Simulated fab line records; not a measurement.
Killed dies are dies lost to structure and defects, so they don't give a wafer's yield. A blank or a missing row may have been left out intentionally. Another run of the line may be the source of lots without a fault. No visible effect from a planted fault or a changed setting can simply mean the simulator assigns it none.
Chamber matching    flow n5Finfet    uvCure-02 running N5_BEOL_M9_CURE_71: 3 sister chambers
The step cures SiCOH lowk, time 240 s. 14 wafers are shown with their chamber, then 6 later ones without.

== WAFERS, EACH WITH ITS CHAMBER ==
wafer   chamber  wafer_temp_C_max  lampPowerPct (%)
L567.2  1        386.3             52.26
L567.3  1        386.7             52.31
L567.6  1        385.8             52.39
L568.1  0        386.7             52.33
L568.2  0        387.3             52.28
L568.6  0        386.7             52.24
L570.1  0        387.2             52.27
L570.2  0        386.9             52.36
L570.5  0        388.0             52.39
L579.2  2        386.5             52.30
L579.4  2        387.4             52.37
L578.1  0        386.5             52.42
L578.2  0        387.7             52.23
L578.5  0        386.8             52.30

SIGNATURES, as means of the wafers listed above
reading           chamber 0  chamber 1  chamber 2  scatter within a chamber
wafer_temp_C_max  387.089    386.267    386.950    0.508
lampPowerPct      52.3133    52.3200    52.3350    0.0648
Rule: distance of a wafer from a chamber = root of the sum over the readings of ((wafer's reading minus chamber's mean) / reading's scatter) squared. If the next closest chamber is less than 2 further off than the closest, the wafer can't be placed; otherwise it belongs to the closest. The scatter is the square root of a quotient: the sum, over the shown wafers, of each reading's squared deviation from its chamber's mean, divided by wafers minus chambers.

== WAFERS WITHOUT THEIR CHAMBER ==
wafer   wafer_temp_C_max  lampPowerPct (%)
L580.1  386.6             52.31
L580.2  386.6             52.25
L580.6  386.2             52.28
L582.1  386.7             52.28
L582.4  387.2             52.44
L582.5  386.4             52.26

== EACH ONE'S CHAMBER ==
wafer   from the rows above           in truth
L580.1  can't be placed: 1 or 2 or 0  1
L580.2  can't be placed: 1 or 0 or 2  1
L580.6  can't be placed: 1 or 2 or 0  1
L582.1  can't be placed: 0 or 2 or 1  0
L582.4  can't be placed: 2 or 0 or 1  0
L582.5  can't be placed: 1 or 2 or 0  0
Placed correctly: 0 of 6. Unplaceable from these rows: 6, with the true chamber sitting among the candidates in 6. Number placed wrongly: 0.
